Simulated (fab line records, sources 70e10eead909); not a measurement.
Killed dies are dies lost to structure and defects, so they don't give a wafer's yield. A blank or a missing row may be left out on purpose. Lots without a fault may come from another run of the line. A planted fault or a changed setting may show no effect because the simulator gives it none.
A struck lot beside a sound one | flow nand_harc | 15 steps out of a route of 1159
Sound: wafers L940.1, L940.2, L940.6. Struck: wafers L944.1, L944.2, L944.6. The cause comes at the end.
At each step with rows: each side's tool, then ch and its chambers, then its first start. Under that, the readings that differ: sound wafers | struck wafers | difference of the means | sigmas: that difference in standard deviations of wafers without a fault.
alike: readings whose means differ by less than 2 such deviations, and words and numbers that are the same on both sides. not compared: withheld readings, readings that some wafer has no value for, bounds like >300 that may hide the same value, and numbers for which the record gives no deviation and whose values overlap.
The two part at a step that has a row with sigmas, a row that says differs or no value, or rows on one side only. Numbers that don't overlap but have no deviation are shown without sigmas and don't part them. A reading that every wafer of one side lacks parts them only if that side has two wafers or more.

first, 5 steps without rows for these wafers: NHARC_A_BONDPAD_SOFTBAKE_04 (time 70 s); NHARC_A_BONDPAD_EBR_05; NHARC_A_BONDPAD_EXPOSE_06 (exposes mask A BPAD); NHARC_A_BONDPAD_PEB_07 (peb time 80 s); NHARC_A_BONDPAD_DEVELOP_08 (time 50 s).
NHARC_A_BONDPAD_CD_MEAS_09: target cd 500 nm.
  sound on cd_sem-02 ch 0, day 18 13:38; struck on cd_sem-02 ch 0, day 19 14:38
  alike: cd_nm
NHARC_A_BONDPAD_OVL_MEAS_35:
  sound on overlay-02, day 18 13:44; struck on overlay-01, day 19 14:43
  alike: overlay_x_nm, overlay_y_nm
then, 1 step without rows for these wafers: NHARC_A_BONDPAD_HARDBAKE_10 (time 65 s).
NHARC_A_BONDPAD_DESCUM_11: chemistry O2, time 3 s.
  sound on rie_diel-04 ch 1,2,3, day 18 13:52; struck on rie_diel-04 ch 0,1, day 19 14:50
  alike: drypump_motor_current_A, oes_product_au, rf_vpp_V, showerhead_plenum_p_Torr, throttle_valve_pct
  not compared: rf_hours_counter_h
NHARC_A_BONDPAD_ETCH_34: etches the open film in N2/H2, target depth 60 nm, overetch 18 nm, time 65.91 s.
  sound on rie_diel-04 ch 1,2,3, day 18 14:02; struck on rie_diel-04 ch 1,2,3, day 19 14:56
  alike: drypump_motor_current_A, h2_flow_sccm, oes_product_au, rf_vpp_V, showerhead_plenum_p_Torr, throttle_valve_pct
  not compared: rf_hours_counter_h
NHARC_A_BONDPAD_ETCH_12: etches the open film in CHF3/O2, target depth 220 nm, time 110 s.
  sound on rie_diel-04 ch 0,1; struck on rie_diel-04 ch 0,2
  alike: drypump_motor_current_A, oes_product_au, rf_vpp_V, showerhead_plenum_p_Torr, throttle_valve_pct
  not compared: rf_hours_counter_h
NHARC_A_BONDPAD_CD_MEAS_13:
  sound on cd_sem-01, day 18 14:16; struck on cd_sem-01, day 19 15:10
  alike: cd_nm
NHARC_A_BONDPAD_STRIP_15: strips in O2.
  sound on rie_diel-04 ch 1,3, day 18 14:20; struck on rie_diel-04 ch 0,2, day 19 15:14
  reading                        | sound             | struck            | difference | sigmas
  chamber_pressure_mTorr (mTorr) | 60.08 60.08 60.05 | 47.85 47.83 47.79 | -12.25     | -99 or more
  alike: drypump_motor_current_A, oes_product_au, rf_vpp_V, showerhead_plenum_p_Torr, throttle_valve_pct
  not compared: rf_hours_counter_h
NHARC_A_BONDPAD_ETCH_24: etches the open film in CF4/N2, target depth 30 nm, time 72.99 s.
  sound on rie_diel-04 ch 0,1,3; struck on rie_diel-04 ch 0,1,3
  alike: drypump_motor_current_A, oes_product_au, rf_vpp_V, showerhead_plenum_p_Torr, throttle_valve_pct
  not compared: rf_hours_counter_h
NHARC_END_SORT_01:
  the record has rows for the struck wafers here (prober-01 ch 0, day 21 06:39) and none for the sound ones

WHERE THEY PART
First at NHARC_A_BONDPAD_STRIP_15; last, within this record, at NHARC_END_SORT_01.

WHY: what the simulator had put in
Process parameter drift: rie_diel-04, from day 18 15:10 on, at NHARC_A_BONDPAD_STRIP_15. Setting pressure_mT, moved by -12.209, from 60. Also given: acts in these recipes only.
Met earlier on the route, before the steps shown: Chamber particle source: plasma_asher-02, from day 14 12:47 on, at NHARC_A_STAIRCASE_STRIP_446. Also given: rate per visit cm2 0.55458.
